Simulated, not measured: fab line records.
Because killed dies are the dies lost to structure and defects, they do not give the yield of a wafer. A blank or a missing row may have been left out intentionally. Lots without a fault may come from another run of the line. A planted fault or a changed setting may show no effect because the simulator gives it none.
Chamber matching -- flow n5-finfet -- N5_BEOL_M13_TRENCH_ETCH_34 on rie-diel-01: 4 sister chambers
The step etches SiOC in C4F8/O2/Ar, target depth 413.47 nm, time 162.6 s. 4 wafers are shown with their chamber, then 9 later ones without.

EACH WAFER AND ITS CHAMBER
wafer,chamber,drypump-motor-current-A (A)
L077.4,1,5.7
L083.1,3,5.1
L083.2,2,5.7
L083.4,0,5.6

WAFERS WITH NO CHAMBER GIVEN
wafer,drypump-motor-current-A (A)
L086.2,5.6
L086.3,5.7
L086.5,5.6
L087.2,5.6
L087.3,5.2
L087.6,5.7
L089.3,5.7
L089.5,5.2
L089.6,5.7

EACH ONE'S CHAMBER
wafer,from the rows above,in truth
L086.2,0,0
L086.3,can't be placed: 1 or 2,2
L086.5,0,0
L087.2,0,0
L087.3,3,3
L087.6,can't be placed: 1 or 2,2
L089.3,can't be placed: 1 or 2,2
L089.5,3,3
L089.6,can't be placed: 1 or 2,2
5 of 9 placed correctly. Unplaceable from these rows: 4, with the true chamber sitting among the candidates in 4. Wrongly placed: 0.
How it was worked out, from the rows above alone: a wafer's distance from a chamber is the root of the sum, over the readings, of the square of ((its reading less the chamber's mean) divided by the reading's scatter). If the next closest chamber is less than 2 further off than the closest, the wafer can't be placed; otherwise it belongs to the closest. A chamber's mean is the mean of its shown wafers. The scatter: with one shown wafer a chamber, the root of the mean of the squares of how far each hidden wafer lies from its nearest shown one.
